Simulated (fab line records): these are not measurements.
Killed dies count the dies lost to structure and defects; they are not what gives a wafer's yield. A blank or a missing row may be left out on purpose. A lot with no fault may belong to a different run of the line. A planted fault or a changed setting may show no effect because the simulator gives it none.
Which tool is to blame? ; flow nand-harc ; Sampling: 24 lots, 72 wafers, 6 of 1159 route steps

## WHAT THE GAUGES SHOWED, per wafer
NHARC_A_M0_INSPECT_27.
lot;measured;on;raw-defect-count
L074;day 17 08:26;defect-inspect-01;568 632 459
L077;day 18 00:11;defect-inspect-01;244 233 381
L075;day 18 00:46;defect-inspect-02;514 555 626
L076;day 18 04:53;defect-inspect-01;430 365 515
L078;day 18 14:14;defect-inspect-01;451 403 504
L080;day 19 00:44;defect-inspect-01;319 340 490
L079;day 19 15:49;defect-inspect-01;523 324 536
L081;day 19 20:30;defect-inspect-01;356 375 342
L083;day 19 20:49;defect-inspect-02;485 680 333
L084;day 20 00:54;defect-inspect-01;307 408 424
L082;day 20 02:07;defect-inspect-02;325 379 445
L087;day 20 17:30;defect-inspect-01;466 464 368
L085;day 20 17:45;defect-inspect-02;483 532 687
L086;day 20 22:01;defect-inspect-02;451 341 469
L089;day 20 22:26;defect-inspect-02;328 399 508
L090;day 21 22:19;defect-inspect-02;382 651 357
L088;day 22 01:35;defect-inspect-02;371 374 559
L091;day 22 04:56;defect-inspect-02;296 387 357
L092;day 22 05:17;defect-inspect-02;479 470 449
L094;day 23 00:08;defect-inspect-02;475 395 362
L093;day 23 00:25;defect-inspect-02;375 265 326
L095;day 23 12:34;defect-inspect-02;485 437 388
L096;day 23 19:50;defect-inspect-01;300 307 280
L097;day 25 06:51;defect-inspect-01;562 625 623

NHARC_A_BONDPAD_THK_MEAS_30: measures by ellipsometry.
lot;measured;on;thk-nm (nm)
L074;day 17 13:59;film-metro-01;198.2 198.0 200.1
L077;day 18 06:49;film-metro-01;201.0 200.9 200.0
L075;day 18 07:10;film-metro-02;199.9 200.0 199.0
L076;day 18 10:38;film-metro-01;199.4 201.0 197.7
L078;day 18 20:25;film-metro-02;199.2 199.7 198.1
L080;day 19 06:49;film-metro-01;199.5 200.3 200.9
L079;day 19 21:54;film-metro-02;200.9 200.5 201.2
L081;day 20 01:55;film-metro-02;200.6 201.3 201.8
L083;day 20 02:52;film-metro-01;198.9 199.4 200.1
L084;day 20 06:24;film-metro-02;199.0 199.9 199.2
L082;day 20 07:48;film-metro-02;198.9 199.3 198.9
L087;day 20 23:48;film-metro-02;201.4 199.4 197.4
L085;day 20 23:57;film-metro-02;201.6 197.5 200.7
L086;day 21 04:05;film-metro-02;200.1 198.9 200.2
L089;day 21 04:13;film-metro-01;200.2 196.6 197.1
L090;day 22 04:14;film-metro-01;200.6 199.9 201.0
L088;day 22 07:07;film-metro-02;197.6 199.3 198.2
L091;day 22 10:31;film-metro-01;201.3 201.1 199.6
L092;day 22 10:50;film-metro-01;200.7 198.4 201.8
L094;day 23 05:41;film-metro-02;202.5 199.9 202.5
L093;day 23 06:05;film-metro-02;203.0 201.5 199.9
L095;day 23 18:04;film-metro-02;199.3 201.5 198.4
L096;day 24 01:37;film-metro-01;202.1 199.7 202.7
L097;day 25 12:22;film-metro-02;198.8 197.5 197.1

NHARC_A_BONDPAD_INSPECT_23.
lot;measured;on;raw-defect-count
L074;day 17 17:20;defect-inspect-02;489 526 644
L077;day 18 10:02;defect-inspect-02;428 310 410
L075;day 18 10:34;defect-inspect-01;326 473 369
L076;day 18 13:59;defect-inspect-01;403 439 679
L078;day 18 23:59;defect-inspect-02;547 371 405
L080;day 19 10:11;defect-inspect-01;317 357 334
L079;day 20 01:16;defect-inspect-02;367 535 471
L081;day 20 05:22;defect-inspect-02;334 294 296
L083;day 20 06:08;defect-inspect-02;436 567 345
L084;day 20 09:46;defect-inspect-02;488 557 337
L082;day 20 11:10;defect-inspect-01;435 563 670
L087;day 21 03:24;defect-inspect-02;749 541 454
L085;day 21 03:26;defect-inspect-01;398 329 441
L086;day 21 07:38;defect-inspect-02;898 607 412
L089;day 21 07:49;defect-inspect-01;384 369 560
L090;day 22 07:35;defect-inspect-02;516 410 362
L088;day 22 10:28;defect-inspect-02;635 537 448
L091;day 22 13:52;defect-inspect-02;270 439 337
L092;day 22 14:09;defect-inspect-02;496 493 441
L094;day 23 09:04;defect-inspect-01;454 599 343
L093;day 23 09:31;defect-inspect-02;317 423 514
L095;day 23 21:25;defect-inspect-01;341 288 293
L096;day 24 08:55;defect-inspect-02;392 667 640
L097;day 25 15:48;defect-inspect-01;365 318 359

## WHAT TOOL EACH LOT RAN ON (gives the tool, then ch and the chambers of the sampled wafers, and finally the start)
lot;NHARC_A_M0_DEP_32;NHARC_A_M1_DEP_33;NHARC_A_BONDPAD_DEP_00
L074;pecvd-04 ch 0,1, day 17 08:40;pecvd-02 ch 1,2, day 17 12:46;pecvd-01 ch 0,1, day 17 13:25
L077;pecvd-03 ch 0,1, day 18 00:19;pecvd-03 ch 0,1, day 18 05:37;pecvd-04 ch 0,2, day 18 06:10
L075;pecvd-03 ch 0,1,2, day 18 01:46;pecvd-03 ch 0,1, day 18 05:57;pecvd-04 ch 0,1,2, day 18 06:30
L076;pecvd-02 ch 0,1, day 18 05:08;pecvd-04 ch 0,1,2, day 18 09:24;pecvd-01 ch 0,2, day 18 09:58
L078;pecvd-02 ch 0,1,2, day 18 14:23;pecvd-04 ch 0,1, day 18 18:48;pecvd-02 ch 0,1,2, day 18 19:49
L080;pecvd-04 ch 0,1, day 19 00:56;pecvd-03 ch 0,2, day 19 05:37;pecvd-02 ch 0,2, day 19 06:12
L079;pecvd-04 ch 0,1,2, day 19 16:05;pecvd-02 ch 0,1,2, day 19 20:43;pecvd-04 ch 1,2, day 19 21:17
L081;pecvd-04 ch 0,1,2, day 19 20:46;pecvd-04 ch 0,1,2, day 20 00:50;pecvd-02 ch 0,1,2, day 20 01:23
L083;pecvd-04 ch 0,1, day 19 21:02;pecvd-02 ch 0,2, day 20 01:39;pecvd-02 ch 0,2, day 20 02:52 or earlier
L084;pecvd-03 ch 0,1, day 20 01:02;pecvd-03 ch 0,2, day 20 05:13;pecvd-01 ch 0,1,2, day 20 05:47
L082;pecvd-04 ch 0,2, day 20 02:19;pecvd-03 ch 1,2, day 20 06:34;pecvd-01 ch 0,1,2, day 20 07:12
L087;pecvd-04 ch 0,2, day 20 17:44;pecvd-04 ch 1,2, day 20 22:20;pecvd-01 ch 0,2, day 20 23:08
L085;pecvd-04 ch 0,2, day 20 18:16;pecvd-02 ch 0,1,2, day 20 22:49;pecvd-02 ch 1,2, day 20 23:57 or earlier
L086;pecvd-02 ch 0,1,2, day 20 22:26;pecvd-04 ch 0,1, day 21 02:55;pecvd-02 ch 0,2, day 21 03:25
L089;pecvd-04 ch 0,2, day 20 22:45;pecvd-02 ch 0,1,2, day 21 03:02;pecvd-01 ch 0,1,2, day 21 03:38
L090;pecvd-02 ch 0,1,2, day 21 22:30;pecvd-04 ch 0,1,2, day 22 02:58;pecvd-02 ch 0,2, day 22 03:37
L088;pecvd-02 ch 1,2, day 22 01:46;pecvd-03 ch 0,2, day 22 05:53;pecvd-01 ch 0,2, day 22 06:27
L091;pecvd-04 ch 0,1, day 22 05:07;pecvd-02 ch 0,1, day 22 09:18;pecvd-02 ch 0,2, day 22 10:31 or earlier
L092;pecvd-03 ch 0,1,2, day 22 05:26;pecvd-04 ch 0,1,2, day 22 09:37;pecvd-04 ch 0,2, day 22 10:50 or earlier
L094;pecvd-02 ch 0,1,2, day 23 00:17;pecvd-03 ch 0,1,2, day 23 04:28;pecvd-01 ch 0,1,2, day 23 05:01
L093;pecvd-04 ch 0,1,2, day 23 00:37;pecvd-02 ch 0,1, day 23 04:49;pecvd-02 ch 0,1, day 23 06:05 or earlier
L095;pecvd-03 ch 1,2, day 23 12:43;pecvd-03 ch 1,2, day 23 16:49;pecvd-04 ch 0,1,2, day 23 17:25
L096;pecvd-03 ch 0,1,2, day 23 19:59;pecvd-02 ch 0,1, day 24 00:25;pecvd-02 ch 0,1,2, day 24 01:37 or earlier
L097;pecvd-04 ch 0,1,2, day 25 07:02;pecvd-02 ch 0,2, day 25 11:14;pecvd-04 ch 0,1, day 25 11:48
- NHARC_A_M0_DEP_32: deposits SiCN, target thk 30 nm.
- NHARC_A_M1_DEP_33: deposits SiCN, target thk 30 nm.
- NHARC_A_BONDPAD_DEP_00: deposits SiCN, target thk 250 nm.

## AS READ BY THE TOOLS THEMSELVES (means over the sampled wafers that have a number; for cases with no such wafer, the mark the record gives instead)
NHARC_A_M0_DEP_32.
lot;tool;heater-power-w (W)
L074;pecvd-04;536
L077;pecvd-03;499
L075;pecvd-03;551
L076;pecvd-02;568
L078;pecvd-02;537
L080;pecvd-04;553
L079;pecvd-04;560
L081;pecvd-04;586
L083;pecvd-04;546
L084;pecvd-03;550
L082;pecvd-04;608
L087;pecvd-04;571
L085;pecvd-04;582
L086;pecvd-02;511
L089;pecvd-04;587
L090;pecvd-02;551
L088;pecvd-02;549
L091;pecvd-04;523
L092;pecvd-03;517
L094;pecvd-02;536
L093;pecvd-04;551
L095;pecvd-03;551
L096;pecvd-03;527
L097;pecvd-04;575

NHARC_A_M1_DEP_33.
lot;tool;heater-power-w (W)
L074;pecvd-02;515
L077;pecvd-03;553
L075;pecvd-03;550
L076;pecvd-04;557
L078;pecvd-04;528
L080;pecvd-03;594
L079;pecvd-02;497
L081;pecvd-04;558
L083;pecvd-02;492
L084;pecvd-03;533
L082;pecvd-03;539
L087;pecvd-04;537
L085;pecvd-02;544
L086;pecvd-04;542
L089;pecvd-02;482
L090;pecvd-04;555
L088;pecvd-03;486
L091;pecvd-02;577
L092;pecvd-04;526
L094;pecvd-03;508
L093;pecvd-02;594
L095;pecvd-03;492
L096;pecvd-02;619
L097;pecvd-02;584

NHARC_A_BONDPAD_DEP_00.
lot;tool;heater-power-w (W)
L074;pecvd-01;544
L077;pecvd-04;556
L075;pecvd-04;559
L076;pecvd-01;614
L078;pecvd-02;556
L080;pecvd-02;510
L079;pecvd-04;523
L081;pecvd-02;510
L083;pecvd-02;526
L084;pecvd-01;561
L082;pecvd-01;557
L087;pecvd-01;633
L085;pecvd-02;488
L086;pecvd-02;529
L089;pecvd-01;598
L090;pecvd-02;486
L088;pecvd-01;627
L091;pecvd-02;490
L092;pecvd-04;602
L094;pecvd-01;586
L093;pecvd-02;596
L095;pecvd-04;583
L096;pecvd-02;553
L097;pecvd-04;561

## THE ANSWER, worked out from the rows above alone
Rule: usual is defined by the lots themselves. The widest of any qualifying gaps counts: lots, ordered by their means at a reading, are off when they make up no more than a third of the lots, leave a main group of 4 or more, and stand apart from it by 3 or more times the standard deviation of that group's means. A main group is skipped when, at the precision printed for the reading in the tables above, its means are all equal. A lot without any number at a reading at which 4 lots or more have one is off too. Where the step has rows for the other lots, those lots are counted as sound. The gauges are gone through in route order, then the tools' own readings, and for those a lot's mean is taken as printed above. At the first step where some lot is off, the reading lying furthest off is the one used; lots without a number count as furthest.
No lot is off on any of the readings shown, so nothing can be concluded from this.

## WHAT HAD BEEN PUT IN BY THE SIMULATOR
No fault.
